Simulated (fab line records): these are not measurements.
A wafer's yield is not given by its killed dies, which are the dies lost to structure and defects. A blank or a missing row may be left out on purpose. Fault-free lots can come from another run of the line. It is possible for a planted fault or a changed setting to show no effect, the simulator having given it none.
Comparing a struck lot with a sound one | flow n5-finfet | 15 steps out of a route of 1938
Sound: the wafers L426.2, L426.3, L426.6. Struck: wafer L431.4; the same lot's L431.6 was not struck, so it is left out; see the end for the cause.
Order at every step that has rows: each side's tool, ch and its chambers, its first start. Under that, the readings that differ: sound wafers | struck wafers | difference of the means | sigmas: that difference in standard deviations of wafers without a fault.
alike: readings with means less than 2 such deviations apart, plus words and numbers identical on both sides. not compared: withheld readings, readings lacking a value on some wafer, bounds such as >300 that could conceal the same value, and numbers that have no deviation in the record and whose values overlap.
A row with sigmas, a row that says differs or no value, or rows on one side alone: a step with any of these is where the two part. Non-overlapping numbers with no deviation appear without sigmas and do not part them. A reading that every wafer of one side lacks parts them only if that side has two wafers or more.

first, 3 steps without rows for these wafers: N5_MOL_CONTACT_COAG_ETCH_106 (etches SOC in N2/H2, target depth 80 nm, overetch 16 nm, time 120 s); N5_MOL_CONTACT_COAG_STRIP_107 (strips in N2/H2); N5_MOL_CONTACT_COAG_STRIP_108 (strips in N2/H2).
N5_MOL_CONTACT_COAG_CONTACT_ETCH_14: etches SiO2 in C4F6/O2, target depth 27.5 nm, overetch 8.5 nm, time 20 s.
  sound on rie-diel-05 ch 0,2,3, day 5 04:07; struck on rie-diel-02 ch 2, day 6 03:04
  alike: drypump-motor-current-A, oes-product-au, rf-vpp-V, showerhead-plenum-p-Torr, throttle-valve-pct
  not compared: rf-hours-counter-h
then, 1 step without rows for these wafers: N5_MOL_CONTACT_COAG_STRIP_109 (strips in C4F6/O2).
N5_MOL_CONTACT_COAG_ETCH_15: etches SiNx in CH3F/O2, stops on Si:P, target depth 7 nm.
  sound on rie-diel-05 ch 0,2,3, day 5 04:09; struck on rie-diel-02 ch 2, day 6 03:06
  alike: drypump-motor-current-A, oes-product-au, rf-vpp-V, showerhead-plenum-p-Torr, throttle-valve-pct
  not compared: rf-hours-counter-h
then, 1 step without rows for these wafers: N5_MOL_CONTACT_COAG_ETCH_110 (etches Si in CF4/O2, target depth 2.5 nm, time 8 s).
N5_MOL_CONTACT_COAG_STRIP_98: strips in N2/H2.
  sound on rie-diel-05 ch 0,2,3, day 5 04:16; struck on rie-diel-02 ch 2, day 6 03:13
  alike: drypump-motor-current-A, oes-product-au, rf-vpp-V, showerhead-plenum-p-Torr, throttle-valve-pct
  not compared: rf-hours-counter-h
N5_MOL_CONTACT_COAG_CD_MEAS_99 targets a cd of 17.2 nm.
  sound on cd-sem-02, day 5 04:20; struck on cd-sem-01, day 6 03:17
  reading    | sound          | struck | difference | sigmas
  cd-nm (nm) | 16.9 18.0 17.5 | 16.7   | -0.8       | -2
then, 2 steps without rows for these wafers: N5_MOL_CONTACT_COAG_IMPLANT_129; N5_MOL_CONTACT_COAG_PRECLEAN_111 (cleans in NF3:NH3, afs cycles 1, time 20 s, sublimation time 60 s).
N5_MOL_CONTACT_COAG_TI_SIL_19: material Ti, target thk 4.2 nm, time 15 s.
  sound on pvd-sputter-02, day 5 04:57; struck on pvd-sputter-02, day 6 03:45
  alike: throttle-valve-pct
N5_MOL_CONTACT_COAG_ALD_20: deposits TiN, target thk 1.5 nm, pulse time 1 s, purge time 3 s.
  sound on ald-metal-04 ch 1,2, day 5 05:04; struck on ald-metal-04 ch 0, day 6 03:52
  reading                                          | sound       | struck | difference | sigmas
  ald-cycles                                       | 68 68 68    | 111    | +43        |
  model.TiN_of_MOL_CONTACT_COAG_ALD_20.thk-nm (nm) | 1.4 1.4 1.4 | 2.4    | +1.0       |
  alike: heater-power-outer-w, heater-power-w, precursor-pulse-height-rel
N5_MOL_CONTACT_COAG_SIL_ANNEAL_21: time 60 s.
  sound on rtp-anneal-02 ch 0, day 5 05:29; struck on rtp-anneal-02 ch 0, day 6 04:23
  alike: lamp-power-pct, wafer_temp_C_max
-- the record jumps here: 4 days lie between the struck wafers' starts before and after (it left off in module MOL_CONTACT_COAG and takes up again in module BEOL_M4, whose first step shown is number 1111 of the route) --
N5_BEOL_M4_RC_MEAS_101:
  sound on prober-01 ch 0, day 8 18:54; struck on prober-02 ch 0, day 10 15:20
  reading       | sound       | struck | difference | sigmas
  ION_N (uA/um) | 683 687 670 | 660    | -20        | -2
  alike: DIBL_N, DIBL_P, IOFF_N, IOFF_P, ION_P, SS_N, SS_P, VT_N, VT_P

== WHERE THEY PART ==
At N5_MOL_CONTACT_COAG_CD_MEAS_99 first; at N5_BEOL_M4_RC_MEAS_101 last (within this record only).

WHY: what had been put in by the simulator
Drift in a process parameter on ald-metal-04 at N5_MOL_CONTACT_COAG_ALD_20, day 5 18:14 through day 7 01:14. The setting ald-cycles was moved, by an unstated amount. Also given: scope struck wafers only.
